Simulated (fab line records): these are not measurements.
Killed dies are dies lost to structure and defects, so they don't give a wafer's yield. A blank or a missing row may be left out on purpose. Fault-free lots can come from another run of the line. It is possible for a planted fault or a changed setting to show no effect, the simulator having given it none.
fab line records    flow n5_finfet
[record] lots = 7  wafers = 18  last_day = 19
route steps=1938 shown BEOL_M12@1625 PASSIVATION@1936
lots that met no fault: taken from a fault-free run of the same line
start_h: start of the lot's first displayed wafer, in hours after the record's first day    wait_h: how many hours have passed since the lot's step before this one    " as in the row above    L1.1+2: one row covering several wafers at once    - value missing, or start not given    * or withheld: withheld    < > ~ a bound
route shown NAME@n: a module of which the file shows steps, and the number in the route of the first    usual: mean/standard deviation taken from wafers without a fault    same: alike in all rows    chamber/n: place in a boat    sites: each site's reading    _std_site: standard deviation of those values    _edge_site: inner sites' mean taken away from outer sites' mean    radius_mm: for every site, how far away it sits from the centre of the wafer    mask NAME#n: copy n    behind: the most recent tool/chamber to have shaped the wafer    hold: cause of the lot's hold/its duration in hours/its outcome    device: transistor that didn't switch, given as n, p or np    end of line: tests run on the same wafers once the route is complete    a step without rows: its recipe alone    killed: at the first sort, the dies lost to defects and structure; wafer yield is something else    map: a wafer's dies, x killed, . not, _ none there
set.NAME: setting as actually run; set.NAME@STEP: the setting as run at that earlier step    model.NAME: the simulator's own value behind a step, which no gauge read
a table for each step, a row for each wafer; lots at some steps of the route
services: from which hour (start_h, from the record's first day; less than 0 if before it) a tool's chamber was out of use, for how many hours, and why
[[steps]]
[step N5_BEOL_M12_COAT_22]
[recipe] spin_rpm = 2888  resist_thk_nm = 300
[step N5_BEOL_M12_EBR_24]
[recipe] solvent = PGMEA  ebr_width_mm = 1.5
[step N5_BEOL_M12_SOFTBAKE_23]
[recipe] temp_c = 130  time_s = 60
[step N5_BEOL_M12_EXPOSE_25]
[recipe] mask_id = M12  na = 0.93  source_shape = conventional  sigma_outer = 0.4  polarization = unpolarized  dose_mj = 21.8
[step N5_BEOL_M12_PEB_26]
[recipe] peb_temp_c = 130  peb_time_s = 90
[step N5_BEOL_M12_DEVELOP_27]
[recipe] develop_time_s = 45  rinse_liquid = diw  dry = air_spin  dev_temp_c = 21
[step N5_BEOL_M12_HARDBAKE_32]
[recipe] temp_c = 130  time_s = 120
[step N5_BEOL_M12_CD_MEAS_28]
[recipe] target_cd_nm = 160.2  landing_energy_ev = 500  detector = se_inlens  polarity = opening
[usual] cd_nm = 159.9/1.5
lot.wafer  tool       chamber  start_h  wait_h  cd_nm
L529.1     cd_sem-02  0        306.56   -       159.1
L529.3     "          0        "        "       161.6
L529.5     "          0        "        "       162.9
L531.3     cd_sem-03  0        327.90   -       159.1
L531.4     "          0        "        "       159.5
L531.6     "          0        "        "       160.5
L538.3     cd_sem-02  0        365.33   -       160.4
L538.5     "          0        "        "       158.8
L536.3     cd_sem-01  0        365.91   -       159.8
L536.6     "          0        "        "       156.9
L543.2     cd_sem-03  0        392.77   -       160.2
L543.5     "          0        "        "       162.1
L543.6     "          0        "        "       158.5
L544.2     cd_sem-01  0        393.31   -       160.6
L544.5     "          0        "        "       159.1
L544.6     "          0        "        "       159.7
L541.1     cd_sem-01  0        394.43   -       160.3
L541.3     "          0        "        "       160.3
[step N5_BEOL_M12_OVL_MEAS_29]
[recipe] points_per_wafer = 44
[usual] M12_OVL = 0/5
lot.wafer  tool        chamber  start_h  wait_h  M12_OVL[nm]
L529.1     overlay-02  0        306.59   0.0     2
L529.3     "           0        "        "       5
L529.5     "           0        "        "       -5
L531.3     overlay-01  0        327.93   0.0     -5
L531.4     "           0        "        "       -6
L531.6     "           0        "        "       -5
L538.3     overlay-02  0        365.36   0.0     -10
L538.5     "           0        "        "       4
L536.3     overlay-01  0        365.94   0.0     0
L536.6     "           0        "        "       3
L543.2     overlay-02  0        392.80   0.0     5
L543.5     "           0        "        "       5
L543.6     "           0        "        "       1
L544.2     overlay-02  0        393.34   0.0     -2
L544.5     "           0        "        "       -5
L544.6     "           0        "        "       -3
L541.1     overlay-01  0        394.46   0.0     -4
L541.3     "           0        "        "       -7
[step N5_BEOL_M12_INSPECT_30]
[recipe] mode = adi  inspect_instrument = macro
[usual] raw_defect_count = 2.2/1.4
lot.wafer  tool               chamber  start_h  wait_h  raw_defect_count
L529.1     defect_inspect-02  -        306.61   0.0     2
L529.3     "                  -        "        "       2
L529.5     "                  -        "        "       2
L531.3     defect_inspect-01  -        327.95   0.0     0
L531.4     "                  -        "        "       2
L531.6     "                  -        "        "       2
L538.3     defect_inspect-02  -        365.38   0.0     0
L538.5     "                  -        "        "       2
L536.3     defect_inspect-02  -        365.96   0.0     2
L536.6     "                  -        "        "       2
L543.2     defect_inspect-02  -        392.83   0.0     2
L543.5     "                  -        "        "       4
L543.6     "                  -        "        "       2
L544.2     defect_inspect-02  -        393.36   0.0     4
L544.5     "                  -        "        "       2
L544.6     "                  -        "        "       3
L541.1     defect_inspect-02  -        394.50   0.0     0
L541.3     "                  -        "        "       6
[step N5_BEOL_M12_DESCUM_33]
[recipe] chemistry = O2  time_s = 7.9  source_power_w = 50  bias_power_w = 20  pressure_mtorr = 20  rf_frequency_hz = 2.712e+07  temp_c = 40  o2_flow_sccm = 225
[usual] drypump_motor_current_A = 5.7/0.42  o2_flow_sccm = 224.9/0.69  oes_product_au = 0.81/0.062  rf_vpp_V = 243.4/1.7  showerhead_plenum_p_Torr = 2.11/0.1  temp_c = 39.99/0.11  throttle_valve_pct = 20.45/0.24
lot.wafer  tool         chamber  start_h  wait_h  drypump_motor_current_A  o2_flow_sccm  oes_product_au  rf_hours_counter_h  rf_vpp_V  showerhead_plenum_p_Torr  temp_c  throttle_valve_pct
L529.1     rie_diel-01  2        306.65   0.0     5.1                      224.4         0.86            52                  241.6     2.02                      40.13   20.08
L529.3     "            3        "        "       6.5                      224.9         0.82            76                  245.0     2.22                      40.06   20.77
L529.5     "            1        "        "       5.8                      224.6         0.83            -                   241.6     2.05                      39.91   20.46
L531.3     rie_diel-05  3        327.98   0.0     5.5                      224.4         0.87            32                  243.3     2.13                      39.89   20.44
L531.4     "            2        "        "       5.6                      225.0         0.78            107                 244.8     2.21                      39.89   20.49
L531.6     "            3        "        "       5.5                      224.3         0.87            -                   243.4     2.13                      40.01   20.43
L538.3     rie_diel-01  2        365.41   0.0     5.1                      225.8         0.82            79                  241.4     2.01                      39.93   20.12
L538.5     "            2        "        "       5.1                      225.8         0.82            -                   242.5     2.01                      39.88   20.12
L536.3     rie_diel-01  1        365.99   0.0     5.8                      225.1         0.80            129                 242.0     2.04                      40.16   20.49
L536.6     "            3        "        "       6.5                      224.5         0.79            -                   243.9     2.21                      39.94   20.79
L543.2     rie_diel-03  0        392.86   0.0     5.7                      225.6         0.83            67                  243.9     2.20                      40.08   20.10
L543.5     "            1        "        "       5.5                      225.1         0.77            -                   245.5     2.18                      39.91   20.54
L543.6     "            0        "        "       5.6                      225.2         0.83            -                   246.1     2.20                      40.14   20.09
L544.2     rie_diel-05  1        393.57   0.2     5.6                      225.3         0.80            91                  242.1     2.02                      40.03   20.34
L544.5     "            1        "        "       5.6                      224.9         0.79            -                   241.9     2.02                      39.79   20.34
L544.6     "            2        "        "       5.6                      225.8         0.77            -                   245.5     2.20                      39.79   20.54
L541.1     rie_diel-01  3        394.53   0.0     6.4                      225.1         0.78            119                 245.6     2.20                      40.18   20.84
L541.3     "            3        "        "       6.4                      224.2         0.78            -                   243.7     2.20                      40.06   20.82
[step N5_BEOL_M12_ETCH_67]
[recipe] chemistry = CF4  target = SiARC  target_depth_a = 1430  time_s = 238.3  ion_energy_ev = 80  pressure_mtorr = 40  source_w = 545  bias_w = 36  Ar_flow_sccm = 100  cf4_flow_sccm = 100  ends = cleared
[usual] drypump_motor_current_A = 5.7/0.42  etch_rf_on_time_s = 236/6.2  oes_product_au = 0.70/0.051  rf_vpp_V = 184.3/1.4  showerhead_plenum_p_Torr = 2.16/0.097  throttle_valve_pct = 15.59/0.21
lot.wafer  tool         chamber  start_h  wait_h  drypump_motor_current_A  etch_rf_on_time_s  oes_product_au  rf_hours_counter_h  rf_vpp_V  showerhead_plenum_p_Torr  throttle_valve_pct
L529.1     rie_diel-01  2        306.68   0.0     5.0                      234                0.73            52                  183.0     2.08                      15.35
L529.3     "            3        "        "       6.5                      229                0.71            77                  185.4     2.27                      15.91
L529.5     "            1        "        "       5.8                      230                0.71            -                   183.8     2.08                      15.50
L531.3     rie_diel-05  3        328.02   0.0     5.5                      231                0.75            32                  184.6     2.19                      15.62
L531.4     "            2        "        "       5.6                      246                0.67            107                 184.9     2.24                      15.56
L531.6     "            3        "        "       5.5                      233                0.76            -                   185.0     2.19                      15.62
L538.3     rie_diel-01  2        365.45   0.0     5.1                      233                0.71            79                  183.6     2.07                      15.40
L538.5     "            2        "        "       5.1                      233                0.71            -                   184.3     2.07                      15.39
L536.3     rie_diel-01  1        366.03   0.0     5.8                      231                0.70            129                 182.3     2.07                      15.57
L536.6     "            3        "        "       6.5                      230                0.68            -                   184.8     2.26                      15.95
L543.2     rie_diel-03  0        392.90   0.0     5.6                      234                0.72            67                  186.3     2.26                      15.34
L543.5     "            1        "        "       5.5                      232                0.67            -                   183.8     2.22                      15.67
L543.6     "            0        "        "       5.7                      236                0.72            -                   184.7     2.26                      15.36
L544.2     rie_diel-05  1        393.61   0.0     5.5                      244                0.67            91                  184.5     2.09                      15.63
L544.5     "            1        "        "       5.5                      246                0.68            -                   183.6     2.09                      15.60
L544.6     "            2        "        "       5.6                      247                0.65            -                   186.1     2.23                      15.62
L541.1     rie_diel-01  3        394.58   0.0     6.5                      233                0.67            119                 184.4     2.26                      16.00
L541.3     "            3        "        "       6.5                      230                0.68            -                   186.9     2.26                      15.99
[step N5_BEOL_M12_ETCH_68]
[recipe] chemistry = N2/H2  target = SOC  mask_material = SiARC  source_w = 3000  bias_w = 350  temp_c = 40  time_s = 285  ion_energy_ev = 200  pressure_mtorr = 30  n2_flow_sccm = 200  h2_flow_sccm = 200
[usual] drypump_motor_current_A = 5.7/0.42  oes_product_au = 0.81/0.061  rf_vpp_V = 524/3.4  showerhead_plenum_p_Torr = 2.56/0.12  temp_c = 40.02/0.11  throttle_valve_pct = 17.75/0.26
lot.wafer  tool         chamber  start_h  wait_h  drypump_motor_current_A  oes_product_au  rf_hours_counter_h  rf_vpp_V  showerhead_plenum_p_Torr  temp_c  throttle_valve_pct  model.SiARC_of_BEOL_M12_COAT_66.thk_nm
L529.1     rie_diel-01  2        306.83   0.1     5.1                      0.86            52                  520       2.46                      40.07   17.32               85.6
L529.3     "            3        "        "       6.4                      0.82            77                  526       2.67                      39.97   17.89               85.8
L529.5     "            1        "        "       5.8                      0.82            -                   521       2.48                      39.90   17.86               85.6
L531.3     rie_diel-05  3        328.16   0.1     5.5                      0.87            32                  525       2.60                      39.93   17.74               86.2
L531.4     "            2        "        "       5.7                      0.80            107                 528       2.65                      40.11   17.65               86.2
L531.6     "            3        "        "       5.5                      0.88            -                   526       2.60                      39.94   17.74               86.6
L538.3     rie_diel-01  2        365.59   0.1     5.1                      0.71            80                  522       2.45                      40.34   17.35               91.2
L538.5     "            2        "        "       5.1                      0.81            -                   521       2.45                      40.10   17.35               86
L536.3     rie_diel-01  1        366.18   0.1     5.9                      0.69            129                 523       2.47                      39.98   17.89               91.6
L536.6     "            3        "        "       6.5                      0.68            -                   527       2.66                      40.08   17.93               91.2
L543.2     rie_diel-03  0        393.04   0.1     5.6                      0.83            68                  527       2.69                      39.76   17.53               85.8
L543.5     "            1        "        "       5.5                      0.79            -                   526       2.68                      40.18   18.05               86
L543.6     "            0        "        "       5.6                      0.83            -                   527       2.69                      39.94   17.55               86.2
L544.2     rie_diel-05  1        393.76   0.1     5.5                      0.79            91                  521       2.47                      40.09   17.81               86.4
L544.5     "            1        "        "       5.5                      0.80            -                   524       2.47                      40.15   17.82               86.4
L544.6     "            2        "        "       5.6                      0.78            -                   528       2.64                      39.93   17.66               86.2
L541.1     rie_diel-01  3        394.80   0.1     6.5                      0.78            119                 527       2.66                      40.01   17.94               85.8
L541.3     "            3        "        "       6.4                      0.67            -                   527       2.66                      39.86   17.96               91
[step N5_BEOL_M12_STRIP_69]
[recipe] chemistry = N2/H2  temp_c = 40  n2_flow_sccm = 200  h2_flow_sccm = 200  rf_frequency_hz = 6e+07
[step N5_PASSIVATION_PROBE_49]
[usual] defect_limited_yield = 91.0/1.4  killed_at_M0_to_M3 = 33/11  killed_at_M4_up = 14/5  killed_at_contacts = 11/7.3  killed_at_front_end = 43/12  killed_at_other = 4/3.1  killed_dies = 106/17  killed_open = 69/13  killed_short = 34/8.7  sort_bin_5_function = 5.2/0.96  sort_bin_6_memory = 3.3/0.66  sort_bin_8_speed = 0.00/0.012  sort_n_pass = 1074/17  sort_yield_pct = 91.0/1.4
[same] gross_dies = 1180  killed_at_back_side = 0  sort_bin_4_leakage[%] = 0
lot.wafer  tool       chamber  start_h  wait_h  defect_limited_yield[%]  killed_at_M0_to_M3  killed_at_M4_up  killed_at_contacts  killed_at_front_end  killed_at_other  killed_dies  killed_open  killed_short  sort_bin_5_function[%]  sort_bin_6_memory[%]  sort_bin_8_speed[%]  sort_n_pass  sort_yield_pct[%]
L531.3     prober-01  -        366.06   0.1     91.9                     34                  9                15                  31                   7                96           70           26            4.8                     3.0                   0                    1084         91.9
L531.4     prober-01  -        366.11   0.2     92.2                     27                  14               7                   43                   1                92           61           31            5.3                     2.2                   0                    1088         92.2
L531.6     prober-01  -        366.21   0.3     91.9                     31                  19               13                  31                   2                96           66           30            5.0                     2.8                   0                    1084         91.9
L536.3     prober-02  -        407.23   0.1     90.8                     30                  17               13                  42                   6                108          80           28            5.2                     3.5                   0                    1072         90.8
L536.6     prober-02  -        407.38   0.3     88.0                     28                  11               41                  61                   1                142          94           45            7.0                     4.6                   0                    1038         88.0
L544.6     prober-02  -        438.74   0.3     91.5                     15                  12               12                  51                   10               100          63           37            4.9                     3.3                   0                    1080         91.5
L541.1     prober-01  -        444.58   0.0     91.4                     38                  13               14                  24                   12               101          67           33            4.7                     3.6                   0                    1079         91.4
L541.3     prober-01  -        444.68   0.1     91.0                     44                  17               15                  25                   5                106          69           35            5.3                     3.6                   0                    1074         91.0
// killed by level:class
L531.3 MOL_CONTACT_COAG:geometric_particle:open=10 BEOL_M1:geometric_particle:open=10 STI_FIN_REVEAL:geometric_particle:open=8 FIN_SAQP:geometric_particle:open=6 MOL_CONTACT_COAG:geometric_particle:short=5 BEOL_M2:geometric_particle:open=5 BEOL_M3:geometric_particle:open=5 BEOL_M4:geometric_particle:open=5
L531.4 STI_FIN_REVEAL:geometric_particle:open=15 GATE_CUT:geometric_particle:short=11 MOL_CONTACT_COAG:geometric_particle:open=7 BEOL_M3:geometric_particle:open=7 STI_FIN_REVEAL:geometric_particle:short=6 BEOL_M4:geometric_particle:open=6 BEOL_M0:geometric_particle:short=5 BEOL_M2:geometric_particle:open=5
L531.6 MOL_CONTACT_COAG:geometric_particle:open=11 STI_FIN_REVEAL:geometric_particle:open=9 FIN_SAQP:geometric_particle:open=6 BEOL_M0_SAQP:geometric_particle:open=6 BEOL_M4:geometric_particle:open=6 BEOL_M0_SAQP:geometric_particle:short=5 BEOL_M1:geometric_particle:open=5 BEOL_M2:geometric_particle:open=5
L536.3 FIN_SAQP:geometric_particle:open=15 BEOL_M0_SAQP:geometric_particle:short=12 BEOL_M4:geometric_particle:open=11 STI_FIN_REVEAL:geometric_particle:open=10 MOL_CONTACT_COAG:geometric_particle:open=10 BEOL_M1:geometric_particle:open=6 BEOL_M2:geometric_particle:open=5 FIN_SAQP:geometric_particle:short=4
L536.6 MOL_CONTACT_COAG:geometric_particle:open=33 STI_FIN_REVEAL:geometric_particle:open=18 FIN_SAQP:geometric_particle:short=12 BEOL_M0_SAQP:geometric_particle:short=9 FIN_SAQP:geometric_particle:open=8 MOL_CONTACT_COAG:geometric_particle:short=8 BEOL_M0_SAQP:geometric_particle:open=7 DUMMY_GATE:geometric_particle:open=6
L544.6 FIN_SAQP:geometric_particle:short=11 MOL_CONTACT_COAG:geometric_particle:open=10 FIN_SAQP:geometric_particle:open=8 GATE_CUT:geometric_particle:open=8 STI_FIN_REVEAL:geometric_particle:open=6 PASS1_CAP:geometric_particle:open=6 DUMMY_GATE:geometric_particle:open=5 BEOL_M4:geometric_particle:short=5
L541.1 MOL_CONTACT_COAG:geometric_particle:open=13 BEOL_M0_SAQP:geometric_particle:open=13 BEOL_M0_SAQP:geometric_particle:short=10 BEOL_M3:geometric_particle:open=6 MIM_TOP_ETCH:geometric_particle:short=6 STI_FIN_REVEAL:geometric_particle:open=5 BEOL_M0:geometric_particle:short=5 FIN_SAQP:geometric_particle:open=4
L541.3 MOL_CONTACT_COAG:geometric_particle:open=14 BEOL_M0_SAQP:geometric_particle:open=13 GATE_CUT:geometric_particle:short=11 BEOL_M3:geometric_particle:open=8 BEOL_M0_SAQP:geometric_particle:short=7 BEOL_M1:geometric_particle:open=4 BEOL_M0:geometric_particle:open=4 BEOL_M1:geometric_particle:short=4
[[services]]
tool         chamber  start_h  hours  kind
rie_diel-01  -        288.94   2.8    pm
rie_diel-05  0        293.56   3.4    repair
rie_diel-03  3        348.27   -      clean
rie_diel-03  3        348.27   -      consumable_replace:focus_ring
rie_diel-03  3        348.27   19.9   scheduled_down
rie_diel-03  3        348.27   19.9   vent_cycle
rie_diel-05  2        381.55   8.7    repair
rie_diel-01  2        385.76   11.6   repair
[[key]]
[first_sign] step = N5_BEOL_M12_ETCH_68  reading = oes_product_au  direction = down  sigmas = 2.1  usual = 0.81  struck = 0.69
effect none on later readings
[model_effect] step = N5_BEOL_M12_ETCH_68  value = SiARC_of_BEOL_M12_COAT_66.thk_nm  without = 85.8  struck = 91.25
met_at N5_BEOL_M12_ETCH_68
struck_wafers L536.3,L536.6,L538.3,L541.3
onset_between 306.83 365.59
[fault] kind = process_parameter_drift  tool = rie_diel-01  chamber = -  onset_h = 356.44  steps = N5_BEOL_M12_ETCH_68  channel = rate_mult  offset = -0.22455  shape = step  end_h = 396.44  scope = struck_wafers_only
